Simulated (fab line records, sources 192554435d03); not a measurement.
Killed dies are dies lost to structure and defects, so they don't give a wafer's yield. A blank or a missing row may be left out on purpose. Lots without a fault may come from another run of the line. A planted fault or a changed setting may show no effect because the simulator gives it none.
fab line records | flow n5_finfet | part 2 of 2: steps 4 to 6 of 6
record lots=20 wafers=60 last_day=18
route steps=1938 shown BEOL_M14@1751 BEOL_M15@1787
lots that met no fault: from a run of the same line without faults
start_h: hours from the record's first day to the start of the lot's first wafer shown | wait_h: hours since the lot's step before | " the same as in the row above | L1.1+2: a row that stands for several wafers | - no value, or no start given | * or withheld: withheld | < > ~ a bound
route shown NAME@n: a module of which the file shows steps, and the number in the route of the first | usual: mean/standard deviation of fault-free wafers | same: alike in all rows | chamber/n: place in a boat | sites: the reading at each site | _std_site: their standard deviation | _edge_site: outer sites' mean less inner sites' | radius_mm: how far each site lies from the wafer's centre | mask NAME#n: copy n | behind: the tool/chamber that last shaped the wafer | hold: why the lot was held/for how many hours/how that ended | device: the transistor (n, p or np) that didn't switch | end of line: the same wafers' tests at the end of the route | a step without rows: its recipe alone | killed: dies lost to structure and defects at the first sort, not the wafer's yield | map: a wafer's dies, x killed, . not, _ none there
set.NAME: the setting as run; set.NAME@STEP: as run at that earlier step | model.NAME: the simulator's own value behind a step, which no gauge read
steps of the route over a sample of lots; a table a step, a row a wafer
services: from which hour (start_h, from the record's first day; less than 0 if before it) a tool's chamber was out of use, for how many hours, and why
## steps
# step N5_BEOL_M15_ETCH_57
# recipe chemistry=N2/H2 target=SOC source_w=3000 bias_w=350 time_s=750 ion_energy_ev=200 pressure_mtorr=30 n2_flow_sccm=200 h2_flow_sccm=200
# usual drypump_motor_current_A=5.41/0.28 h2_flow_sccm=200.0/0.7 oes_product_au=0.80/0.096 rf_vpp_V=524.2/1.9 showerhead_plenum_p_Torr=2.56/0.063 throttle_valve_pct=17.78/0.29
# columns lot.wafer tool chamber start_h wait_h drypump_motor_current_A h2_flow_sccm oes_product_au rf_hours_counter_h rf_vpp_V showerhead_plenum_p_Torr throttle_valve_pct
L075.2 rie_diel-05 0 258.42 - 5.01 199.9 0.96 13 525.0 2.62 17.81
L075.4 " 1 " " 5.44 200.4 0.89 48 521.8 2.48 17.37
L075.5 " 0 " " 5.06 199.9 0.96 - 526.6 2.62 17.81
L076.1 rie_diel-03 0 262.52 - 5.95 200.4 0.69 218 521.9 2.50 17.52
L076.4 " 1 " " 5.29 199.2 0.79 - 526.9 2.67 17.56
L076.5 " 0 " " 5.94 200.3 0.69 - 523.1 2.50 17.49
L074.2 rie_diel-05 3 267.39 - 5.33 200.1 0.71 188 522.5 2.52 17.94
L074.3 " 1 " " 5.47 200.4 0.89 51 522.7 2.48 17.37
L074.6 " 2 " " 5.69 198.6 0.91 - 525.7 2.59 17.60
L077.3 rie_diel-03 3 276.92 - 5.14 201.5 0.94 10 525.5 2.62 17.73
L077.5 " 1 " " 5.28 200.0 0.78 - 527.6 2.66 17.58
L077.6 " 2 " " 5.25 200.0 0.94 - 524.7 2.50 17.64
L079.2 rie_diel-05 1 299.28 - 5.42 199.2 0.87 61 521.3 2.47 17.38
L079.3 " 3 " " 5.33 199.7 0.70 197 523.7 2.51 17.95
L079.6 " 3 " " 5.32 199.5 0.70 - 522.5 2.51 17.97
L078.1 rie_diel-06 2 299.98 - 5.92 199.3 0.72 223 523.3 2.54 18.46
L078.2 " 1 " " 5.42 200.9 0.89 32 525.4 2.59 17.51
L078.5 " 2 " " 5.90 199.5 0.72 - 523.7 2.54 18.46
L081.1 rie_diel-05 3 307.41 - 5.31 199.3 0.69 201 523.0 2.51 17.98
L081.3 " 1 " " 5.49 200.2 0.86 - 520.7 2.47 17.38
L081.6 " 1 " " 5.47 199.1 0.86 - 522.5 2.47 17.41
L080.2 rie_diel-03 2 308.86 - 5.24 199.9 0.92 13 522.4 2.49 17.65
L080.3 " 0 " " 5.96 199.9 0.69 232 522.9 2.50 17.53
L080.5 " 3 " " 5.18 200.0 0.91 - 527.0 2.61 17.77
L085.1 rie_diel-03 1 317.82 - 5.30 200.4 0.78 103 527.8 2.66 17.59
L085.3 " 0 " " 5.96 200.3 0.68 236 522.7 2.50 17.55
L085.6 " 2 " " 5.27 200.4 0.91 - 522.5 2.49 17.64
L084.1 rie_diel-06 3 323.29 - 5.30 200.7 0.67 211 520.7 2.53 18.07
L084.4 " 1 " " 5.44 198.8 0.88 38 525.1 2.59 17.51
L084.5 " 2 " " 5.88 200.4 0.71 - 523.1 2.54 18.46
L086.3 rie_diel-03 2 336.62 - 5.24 200.0 0.89 22 521.4 2.49 17.67
L086.4 " 0 " " 5.93 200.1 0.68 242 522.2 2.50 17.53
L086.5 " 0 " " 5.95 199.6 0.67 - 521.5 2.49 17.53
L088.3 rie_diel-05 0 344.66 - 5.04 201.1 0.91 40 525.3 2.61 17.84
L088.5 " 3 " " 5.36 200.1 0.70 - 522.2 2.51 18.00
L088.6 " 2 " " 5.66 199.0 0.87 - 525.7 2.59 17.64
L089.1 rie_diel-06 2 347.04 - 5.92 200.6 0.70 237 522.1 2.53 18.47
L089.2 " 3 " " 5.32 199.7 0.67 218 523.2 2.52 18.10
L089.3 " 1 " " 5.46 200.4 0.86 45 523.3 2.59 17.53
L090.2 rie_diel-05 0 357.82 - 5.05 200.1 0.91 44 526.1 2.61 17.87
L090.3 " 2 " " 5.71 200.7 0.87 53 524.5 2.58 17.62
L090.4 " 3 " " 5.30 199.4 0.70 218 523.6 2.51 18.01
L092.1 rie_diel-06 2 363.64 - 5.94 201.2 0.70 241 522.8 2.53 18.48
L092.2 " 1 " " 5.47 200.3 0.85 50 525.4 2.59 17.54
L092.3 " 3 " " 5.32 200.0 0.67 223 522.0 2.52 18.10
L095.2 rie_diel-03 2 379.19 - 5.21 200.5 0.88 37 521.9 2.48 17.71
L095.3 " 0 " " 5.94 199.5 1.01 1 522.8 2.49 17.21
L095.6 " 3 " " 5.18 199.5 0.87 - 526.1 2.61 17.80
L093.1 rie_diel-05 3 386.18 - 5.32 199.6 0.69 227 523.6 2.50 18.01
L093.3 " 1 " " 5.49 199.7 0.84 88 521.0 2.46 17.41
L093.5 " 2 " " 5.67 200.2 0.86 - 525.6 2.58 17.65
L096.1 rie_diel-06 0 389.16 - 5.09 199.5 0.70 208 526.8 2.65 17.93
L096.3 " 3 " " 5.34 200.2 0.67 230 521.6 2.52 18.11
L096.4 " 2 " " 5.91 199.4 0.69 249 523.7 2.53 18.50
L094.1 rie_diel-06 3 391.20 - 5.35 200.6 0.67 231 522.4 2.52 18.13
L094.4 " 1 " " 5.45 198.9 0.84 58 526.6 2.58 17.55
L094.5 " 1 " " 5.44 199.7 0.84 - 524.2 2.58 17.57
L097.3 rie_diel-05 1 406.77 - 5.46 199.9 0.82 93 522.4 2.46 17.43
L097.5 " 3 " " 5.31 200.0 0.68 - 523.7 2.50 18.03
L097.6 " 0 " " 4.99 198.7 0.88 - 525.0 2.60 17.89
# step N5_BEOL_M15_PRE_CLEAN_42
# recipe gas=H2/He time_s=30 temp_c=300
# usual heater_power_w=474/44
# columns lot.wafer tool chamber start_h wait_h heater_power_w
L075.2 pvd_sputter-01 - 264.73 0.0 454
L075.4 " - " " 451
L075.5 " - " " 445
L076.1 pvd_sputter-03 - 265.76 0.0 492
L076.4 " - " " 467
L076.5 " - " " 500
L074.2 pvd_sputter-01 - 273.78 0.0 451
L074.3 " - " " 500
L074.6 " - " " 445
L077.3 pvd_sputter-01 - 279.09 0.0 500
L077.5 " - " " 463
L077.6 " - " " 499
L079.2 pvd_sputter-03 - 301.70 0.0 475
L079.3 " - " " 483
L079.6 " - " " 479
L078.1 pvd_sputter-02 - 301.83 0.0 580
L078.2 " - " " 454
L078.5 " - " " 444
L081.1 pvd_sputter-03 - 309.66 0.0 389
L081.3 " - " " 494
L081.6 " - " " 511
L080.2 pvd_sputter-03 - 312.79 0.0 387
L080.3 " - " " 481
L080.5 " - " " 497
L085.1 pvd_sputter-03 - 320.13 0.0 483
L085.3 " - " " 387
L085.6 " - " " 474
L084.1 pvd_sputter-03 - 325.53 0.0 384
L084.4 " - " " 507
L084.5 " - " " 378
L086.3 pvd_sputter-01 - 338.70 0.0 449
L086.4 " - " " 447
L086.5 " - " " 506
L088.3 pvd_sputter-03 - 351.76 0.0 503
L088.5 " - " " 506
L088.6 " - " " 484
L089.1 pvd_sputter-02 - 352.00 0.0 497
L089.2 " - " " 447
L089.3 " - " " 564
L090.2 pvd_sputter-01 - 360.77 0.0 454
L090.3 " - " " 496
L090.4 " - " " 454
L092.1 pvd_sputter-02 - 369.35 0.0 496
L092.2 " - " " 460
L092.3 " - " " 454
L095.2 pvd_sputter-03 - 382.63 0.0 479
L095.3 " - " " 387
L095.6 " - " " 471
L093.1 pvd_sputter-01 - 390.06 0.0 450
L093.3 " - " " 494
L093.5 " - " " 505
L096.1 pvd_sputter-02 - 394.21 0.0 509
L096.3 " - " " 451
L096.4 " - " " 456
L094.1 pvd_sputter-03 - 394.29 0.0 489
L094.4 " - " " 495
L094.5 " - " " 495
L097.3 pvd_sputter-02 - 409.98 0.0 450
L097.5 " - " " 501
L097.6 " - " " 455
# step N5_BEOL_M15_SPUTTER_45
# recipe material=Cu target_thk_a=1000 temp_c=-20 bias_v=60 power_w=26000 chamber_pressure_pa=0.13 time_s=16.67
# usual chamber_pressure_pa=0.13005/0.00026 throttle_valve_pct=29.5/1.1
# columns lot.wafer tool chamber start_h wait_h chamber_pressure_pa throttle_valve_pct
L075.2 pvd_sputter-01 - 264.93 0.0 0.13014 27.4
L075.4 " - " " 0.13028 30.4
L075.5 " - " " 0.13002 27.3
L076.1 pvd_sputter-03 - 265.96 0.0 0.12993 29.1
L076.4 " - " " 0.12996 29.5
L076.5 " - " " 0.13028 29.1
L074.2 pvd_sputter-01 - 273.98 0.0 0.12991 30.2
L074.3 " - " " 0.12957 29.5
L074.6 " - " " 0.13027 30.0
L077.3 pvd_sputter-01 - 279.29 0.0 0.13011 29.6
L077.5 " - " " 0.13014 27.2
L077.6 " - " " 0.1305 29.4
L079.2 pvd_sputter-03 - 301.90 0.0 0.12978 29.6
L079.3 " - " " 0.13024 30.4
L079.6 " - " " 0.13001 29.8
L078.1 pvd_sputter-02 - 302.03 0.0 0.13015 30.4
L078.2 " - " " 0.13024 29.7
L078.5 " - " " 0.13026 29.9
L081.1 pvd_sputter-03 - 309.86 0.0 0.13038 27.5
L081.3 " - " " 0.12991 29.0
L081.6 " - " " 0.12986 29.4
L080.2 pvd_sputter-03 - 312.99 0.0 0.13007 27.3
L080.3 " - " " 0.13014 29.9
L080.5 " - " " 0.1298 30.2
L085.1 pvd_sputter-03 - 320.33 0.0 0.12977 30.2
L085.3 " - " " 0.13031 27.2
L085.6 " - " " 0.12971 30.1
L084.1 pvd_sputter-03 - 325.73 0.0 0.12985 27.4
L084.4 " - " " 0.13005 28.9
L084.5 " - " " 0.13046 27.5
L086.3 pvd_sputter-01 - 338.90 0.0 0.13025 30.2
L086.4 " - " " 0.12996 29.7
L086.5 " - " " 0.13022 29.3
L088.3 pvd_sputter-03 - 351.96 0.0 0.13006 29.2
L088.5 " - " " 0.1307 29.3
L088.6 " - " " 0.13025 30.0
L089.1 pvd_sputter-02 - 352.20 0.0 0.12962 31.1
L089.2 " - " " 0.13031 29.4
L089.3 " - " " 0.1305 30.4
L090.2 pvd_sputter-01 - 360.97 0.0 0.13003 27.2
L090.3 " - " " 0.13014 29.5
L090.4 " - " " 0.13054 30.3
L092.1 pvd_sputter-02 - 369.55 0.0 0.13004 30.6
L092.2 " - " " 0.12963 27.9
L092.3 " - " " 0.13009 29.9
L095.2 pvd_sputter-03 - 382.83 0.0 0.12991 30.4
L095.3 " - " " 0.12961 27.6
L095.6 " - " " 0.13032 30.4
L093.1 pvd_sputter-01 - 390.26 0.0 0.12999 27.6
L093.3 " - " " 0.12995 29.5
L093.5 " - " " 0.12979 29.4
L094.1 pvd_sputter-03 - 394.49 0.0 0.13059 30.2
L094.4 " - " " 0.12991 29.2
L094.5 " - " " 0.12993 29.1
L096.1 pvd_sputter-02 - 395.81 0.0 0.12992 31.0
L096.3 " - " " 0.1299 29.8
L096.4 " - " " 0.12981 27.9
L097.3 pvd_sputter-02 - 410.18 0.0 0.13002 29.8
L097.5 " - " " 0.1293 31.0
L097.6 " - " " 0.13021 29.6
## services
# columns tool chamber start_h hours kind
pvd_sputter-02 - 239.55 2.6 repair
rie_diel-03 2 249.30 - clean
rie_diel-03 2 249.30 - consumable_replace:focus_ring
rie_diel-03 2 249.30 16.8 scheduled_down
rie_diel-03 - 252.99 2.8 pm
rie_diel-03 3 257.10 10.3 repair
rie_diel-02 0 269.78 9.7 repair
rie_diel-01 - 271.78 1.1 repair
rie_diel-03 0 275.51 4.4 repair
rie_diel-03 - 281.98 0.1 repair
rie_diel-06 0 287.29 12.3 repair
rie_diel-05 2 295.07 17.0 repair
pvd_sputter-01 - 306.96 5.3 repair
rie_diel-05 2 316.07 4.0 repair
rie_diel-03 3 317.28 3.7 repair
pvd_sputter-01 - 347.23 7.8 repair
pvd_sputter-01 - 365.53 1.5 repair
rie_diel-05 1 370.48 4.3 repair
rie_diel-05 1 375.69 6.9 repair
rie_diel-02 1 377.66 3.6 repair
rie_diel-04 3 391.70 8.2 repair
rie_diel-02 2 400.89 3.5 repair
rie_diel-01 - 405.13 0.6 repair
rie_diel-04 2 405.32 9.0 repair
